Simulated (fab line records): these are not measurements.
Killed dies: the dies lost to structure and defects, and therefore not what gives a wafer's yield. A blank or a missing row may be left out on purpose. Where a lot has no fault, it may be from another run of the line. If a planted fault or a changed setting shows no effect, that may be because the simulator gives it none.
Which tool is to blame? || flow nand harc || 11 lots with 33 wafers sampled at 3 steps, on a route of 1159 steps

== WHAT THE GAUGES SHOWED, per wafer ==
NHARC_P_M1_CD_MEAS_09 targets a cd of 130 nm.
{"lot": "L884", "measured": "day 5 16:47", "on": "cd sem-03", "cd nm (nm)": "129.3 129.8 129.2"}
{"lot": "L885", "measured": "day 6 09:45", "on": "cd sem-01", "cd nm (nm)": "130.1 130.0 130.3"}
{"lot": "L888", "measured": "day 7 02:13", "on": "cd sem-02", "cd nm (nm)": "128.9 129.2 129.1"}
{"lot": "L887", "measured": "day 7 02:41", "on": "cd sem-02", "cd nm (nm)": "128.7 129.1 129.8"}
{"lot": "L889", "measured": "day 7 08:12", "on": "cd sem-03", "cd nm (nm)": "130.2 129.4 129.9"}
{"lot": "L893", "measured": "day 8 04:55", "on": "cd sem-02", "cd nm (nm)": "129.8 129.4 130.2"}
{"lot": "L895", "measured": "day 9 02:35", "on": "cd sem-01", "cd nm (nm)": "129.2 142.2 129.8"}
{"lot": "L897", "measured": "day 9 12:52", "on": "cd sem-03", "cd nm (nm)": "130.6 142.4 130.4"}
{"lot": "L903", "measured": "day 10 13:59", "on": "cd sem-03", "cd nm (nm)": "130.0 129.6 129.9"}
{"lot": "L904", "measured": "day 10 14:40", "on": "cd sem-02", "cd nm (nm)": "129.5 130.1 129.8"}
{"lot": "L907", "measured": "day 11 13:55", "on": "cd sem-03", "cd nm (nm)": "129.6 129.4 130.3"}

== WHAT TOOL EACH LOT RAN ON (gives the tool, then ch and the chambers of the sampled wafers, and finally the start) ==
{"lot": "L884", "NHARC_P_M0_PVD_21": "pvd sputter-02, day 5 15:15 or earlier", "NHARC_P_M1_EXPOSE_06": "arfi scanner-03 ch 0, day 5 16:39"}
{"lot": "L885", "NHARC_P_M0_PVD_21": "pvd sputter-01, day 6 08:29 or earlier", "NHARC_P_M1_EXPOSE_06": "arfi scanner-03 ch 0, day 6 09:37"}
{"lot": "L888", "NHARC_P_M0_PVD_21": "pvd sputter-01, day 7 00:48 or earlier", "NHARC_P_M1_EXPOSE_06": "arfi scanner-03 ch 0, day 7 02:04"}
{"lot": "L887", "NHARC_P_M0_PVD_21": "pvd sputter-03, day 7 01:17 or earlier", "NHARC_P_M1_EXPOSE_06": "arfi scanner-01 ch 0, day 7 02:32"}
{"lot": "L889", "NHARC_P_M0_PVD_21": "pvd sputter-01, day 7 06:50 or earlier", "NHARC_P_M1_EXPOSE_06": "arfi scanner-02 ch 0, day 7 08:04"}
{"lot": "L893", "NHARC_P_M0_PVD_21": "pvd sputter-02, day 8 03:28 or earlier", "NHARC_P_M1_EXPOSE_06": "arfi scanner-02 ch 0, day 8 04:46"}
{"lot": "L895", "NHARC_P_M0_PVD_21": "pvd sputter-01, day 9 00:53 or earlier", "NHARC_P_M1_EXPOSE_06": "arfi scanner-02 ch 0, day 9 02:27"}
{"lot": "L897", "NHARC_P_M0_PVD_21": "pvd sputter-03, day 9 10:42 or earlier", "NHARC_P_M1_EXPOSE_06": "arfi scanner-02 ch 0, day 9 12:44"}
{"lot": "L903", "NHARC_P_M0_PVD_21": "pvd sputter-03, day 10 12:35 or earlier", "NHARC_P_M1_EXPOSE_06": "arfi scanner-03 ch 0, day 10 13:51"}
{"lot": "L904", "NHARC_P_M0_PVD_21": "pvd sputter-03, day 10 13:23 or earlier", "NHARC_P_M1_EXPOSE_06": "arfi scanner-03 ch 0, day 10 14:31"}
{"lot": "L907", "NHARC_P_M0_PVD_21": "pvd sputter-01, day 11 12:39 or earlier", "NHARC_P_M1_EXPOSE_06": "arfi scanner-02 ch 0, day 11 13:46"}
- NHARC_P_M0_PVD_21: deposits Cu, target thk 30 nm, time 20.49 s.
- NHARC_P_M1_EXPOSE_06: exposes mask P M1, target cd 130 nm.

== THE ANSWER, worked out from the rows above alone ==
Rule: what is usual is taken from the lots themselves. The widest of any qualifying gaps counts: lots, ordered by their means at a reading, are off when they make up no more than a third of the lots, leave a main group of 4 or more, and stand apart from it by 3 or more times the standard deviation of that group's means. A main group is skipped when, at the precision printed for the reading in the tables above, its means are all equal. Also off: a lot with no number at a reading for which 4 or more lots have one. Any other lot the step has rows for is counted as sound.
Off: L895, L897 (NHARC_P_M1_CD_MEAS_09, cd nm). Main group: mean 129.7 nm, sd 0.32.
A tool fits if, at a process step before that reading, it ran every lot that is off, and no sound lot after the first of them. Gauges at NHARC_P_M1_CD_MEAS_09: tried the same way as those tools. With no start given for some of its lots, NHARC_P_M0_PVD_21 uses the hours and lot order of NHARC_P_M0_INSPECT_27. None of those tried fits.

== WHAT THE SIMULATOR PUT IN ==
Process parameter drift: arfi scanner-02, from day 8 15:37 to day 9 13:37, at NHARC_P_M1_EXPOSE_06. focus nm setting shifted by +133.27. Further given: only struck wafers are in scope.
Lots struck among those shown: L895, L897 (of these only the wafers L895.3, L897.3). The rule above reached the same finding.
